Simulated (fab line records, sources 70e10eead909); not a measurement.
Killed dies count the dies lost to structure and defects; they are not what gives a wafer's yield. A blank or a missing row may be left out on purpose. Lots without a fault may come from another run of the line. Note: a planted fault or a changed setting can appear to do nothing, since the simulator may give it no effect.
Matching of chambers | flow nand-harc | NHARC_A_CONTACT_DEP_24 on pecvd-04: 3 sister chambers
The step deposits SiO2, target thk 500 nm. 14 wafers are shown with their chamber, then 7 later ones without.

== WAFERS PAIRED WITH THEIR CHAMBERS ==
wafer  | chamber | heater-power-w (W) | throttle-valve-pct (%) | rf-fwd-power-W (W)
L075.2 | 0       | 655                | 15.7                   | 899
L075.3 | 1       | 410                | 16.0                   | 898
L075.4 | 0       | 672                | 15.5                   | 898
L077.2 | 2       | 474                | 16.0                   | 893
L077.4 | 1       | 474                | 16.2                   | 893
L077.6 | 2       | 348                | 15.8                   | 893
L078.2 | 0       | 533                | 15.9                   | 899
L078.3 | 2       | 467                | 15.9                   | 900
L078.6 | 1       | 439                | 15.9                   | 899
L080.3 | 0       | 543                | 15.6                   | 900
L080.5 | 1       | 472                | 16.2                   | 901
L080.6 | 0       | 589                | 15.8                   | 898
L082.1 | 0       | 577                | 16.0                   | 898
L082.3 | 1       | 444                | 16.0                   | 898

SIGNATURES (means of the wafers above)
reading            | chamber 0 | chamber 1 | chamber 2 | scatter within a chamber
heater-power-w     | 594.83    | 447.80    | 429.67    | 51.6
throttle-valve-pct | 15.750    | 16.060    | 15.900    | 0.156
rf-fwd-power-W     | 898.67    | 897.80    | 895.33    | 2.54
Rule: for each reading, subtract the chamber's mean from the wafer's reading, divide by that reading's scatter and square the result; add these up over the readings and take the root, which gives the wafer's distance from the chamber. The wafer belongs to the nearest chamber; if the next one is less than 2 further off, it can't be placed. The scatter is the square root of a quotient: the sum, over the shown wafers, of each reading's squared deviation from its chamber's mean, divided by wafers minus chambers.

== WAFERS MISSING THEIR CHAMBER ==
wafer  | heater-power-w (W) | throttle-valve-pct (%) | rf-fwd-power-W (W)
L082.5 | 465                | 15.9                   | 893
L094.1 | 622                | 15.3                   | 897
L094.3 | 446                | 15.7                   | 903
L094.6 | 428                | 15.9                   | 897
L095.1 | 450                | 15.7                   | 900
L095.4 | 416                | 16.2                   | 903
L095.5 | 479                | 15.8                   | 902

== WHICH CHAMBER EACH WENT THROUGH ==
wafer  | from the rows above          | in truth
L082.5 | can't be placed: 2 or 1      | 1
L094.1 | 0                            | 0
L094.3 | can't be placed: 1 or 2 or 0 | 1
L094.6 | can't be placed: 2 or 1      | 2
L095.1 | can't be placed: 2 or 1 or 0 | 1
L095.4 | can't be placed: 1 or 2      | 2
L095.5 | can't be placed: 1 or 0 or 2 | 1
1 of 7 placed correctly. Cannot be placed on the basis of these rows: 6; the candidates contain the true chamber in 6. Wrongly placed: 0.
